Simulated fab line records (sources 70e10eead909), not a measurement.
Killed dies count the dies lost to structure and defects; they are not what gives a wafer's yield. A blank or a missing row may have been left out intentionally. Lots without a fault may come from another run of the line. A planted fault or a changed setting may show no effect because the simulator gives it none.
Comparing a struck lot with a sound one -- flow nand-harc -- 15 steps out of a route of 1302
Sound: these wafers, L235.2, L235.5, L235.6. Wafers struck: L229.3, L229.4, L229.5. The cause comes at the end.
Order at every step that has rows: each side's tool, ch and its chambers, its first start. Under that, the readings that differ: sound wafers -- struck wafers -- difference of the means -- sigmas: that difference in standard deviations of wafers without a fault.
alike: same words and numbers on both sides, and readings whose means sit less than 2 such deviations apart. not compared: any withheld reading, any reading some wafer has no value for, any bound like >300 that may hide the same value, and any number with overlapping values for which the record gives no deviation.
The two part at a step that has a row with sigmas, a row that says differs or no value, or rows on one side only. Numbers that don't overlap but have no deviation are shown without sigmas and don't part them. A reading missing from all wafers of one side parts the sides only when that side holds two or more wafers.

first, 4 steps without rows for these wafers: NHARC_A_BONDPAD_EBR_05; NHARC_A_BONDPAD_EXPOSE_06 (exposes mask A BPAD); NHARC_A_BONDPAD_PEB_07 (peb time 80 s); NHARC_A_BONDPAD_DEVELOP_08 (time 50 s).
NHARC_A_BONDPAD_CD_MEAS_09 targets a cd of 500 nm.
  sound on cd-sem-01 ch 0, day 29 05:54; struck on cd-sem-01 ch 0, day 26 18:46
reading,sound,struck,difference,sigmas
cd-nm (nm),498.2 495.2 500.0,504.4 505.6 500.3,+5.6,+2
NHARC_A_BONDPAD_OVL_MEAS_35:
  sound on overlay-02 at day 29 05:59; struck on overlay-02 at day 26 18:51
  alike: overlay-x-nm, overlay-y-nm
then, 1 step without rows for these wafers: NHARC_A_BONDPAD_HARDBAKE_10 (time 65 s).
NHARC_A_BONDPAD_DESCUM_11: chemistry O2, time 3 s.
  sound on rie-diel-07 ch 2,3, day 29 06:07; struck on rie-diel-02 ch 0,2, day 26 18:59
  alike: drypump-motor-current-A, oes-product-au, rf-vpp-V, showerhead-plenum-p-Torr, throttle-valve-pct
  not compared: rf-hours-counter-h
NHARC_A_BONDPAD_ETCH_34: etches the open film in N2/H2, target depth 60 nm, overetch 18 nm, time 65.91 s.
  sound on rie-diel-07 ch 0,2,3, day 29 06:13; struck on rie-diel-02 ch 0,1, day 26 19:05
  alike: bias-w, chamber-pressure-mTorr, drypump-motor-current-A, h2-flow-sccm, oes-product-au, rf-vpp-V, showerhead-plenum-p-Torr, throttle-valve-pct
  not compared: rf-hours-counter-h
NHARC_A_BONDPAD_ETCH_12: etches the open film in CHF3/O2, target depth 220 nm, time 110 s.
  sound on rie-diel-07 ch 2,3; struck on rie-diel-02 ch 1,2
  alike: bias-w, chamber-pressure-mTorr, drypump-motor-current-A, oes-product-au, rf-vpp-V, showerhead-plenum-p-Torr, throttle-valve-pct
  not compared: rf-hours-counter-h
NHARC_A_BONDPAD_CD_MEAS_13:
  sound on cd-sem-02 at day 29 06:26; struck on cd-sem-03 at day 26 19:21
  alike: cd-nm
NHARC_A_BONDPAD_STRIP_15: strips in O2.
  sound on rie-diel-02 ch 2,3, day 29 06:31; struck on rie-diel-07 ch 0,1, day 26 19:26
reading,sound,struck,difference,sigmas
rf-vpp-V (V),56.8 55.9 57.6,58.2 58.6 60.4,+2.3,+2
  alike: drypump-motor-current-A, oes-product-au, showerhead-plenum-p-Torr, throttle-valve-pct
  not compared: rf-hours-counter-h
NHARC_A_BONDPAD_ETCH_24: etches the open film in CF4/N2, target depth 30 nm, time 72.99 s.
  sound on rie-diel-02 ch 1,2,3, day 29 06:40; struck on rie-diel-07 ch 0,3, day 26 19:34
  no value came back on the struck wafers for any of 8 readings (bias-w (W), cf4-flow-sccm (sccm) and others); on the sound wafers bias-w (W) reads 99.96 100.33 100.56
  not compared: rf-hours-counter-h
then, 1 step without rows for these wafers: NHARC_A_BONDPAD_STRIP_16 (strips in post etch residue remover, time 600 s).
NHARC_END_SORT_01:
  sound on prober-02 ch 0, day 30 18:47; struck on prober-02 ch 0, day 28 06:46
reading,sound,struck,difference,sigmas
defect-limited-yield (%),87.1 91.7,0 0 0,-89,-33
killed-at-array,73 45,672 674 674,+614,+34
killed-at-periphery,13 11,4 3 2,-9,-3
killed-dies,87 56,677 677 677,+606,+34
sort_bin_2_pct (%),4.4 3.0,96.3 96.9 95.6,+92.6,+77
sort-n-pass,590 621,0 0 0,-606,-34
sort-rim-yield-pct (%),92 85,0 0 0,-88,-20
sort-yield-pct (%),87.1 91.7,0 0 0,-89,-33
  alike: killed-at-other, killed-open, killed-short, sort_bin_3_pct, sort_bin_4_pct

WHERE THEY PART
At NHARC_A_BONDPAD_CD_MEAS_09 first; at NHARC_END_SORT_01 last (within this record only).

WHY: what the simulator had put in
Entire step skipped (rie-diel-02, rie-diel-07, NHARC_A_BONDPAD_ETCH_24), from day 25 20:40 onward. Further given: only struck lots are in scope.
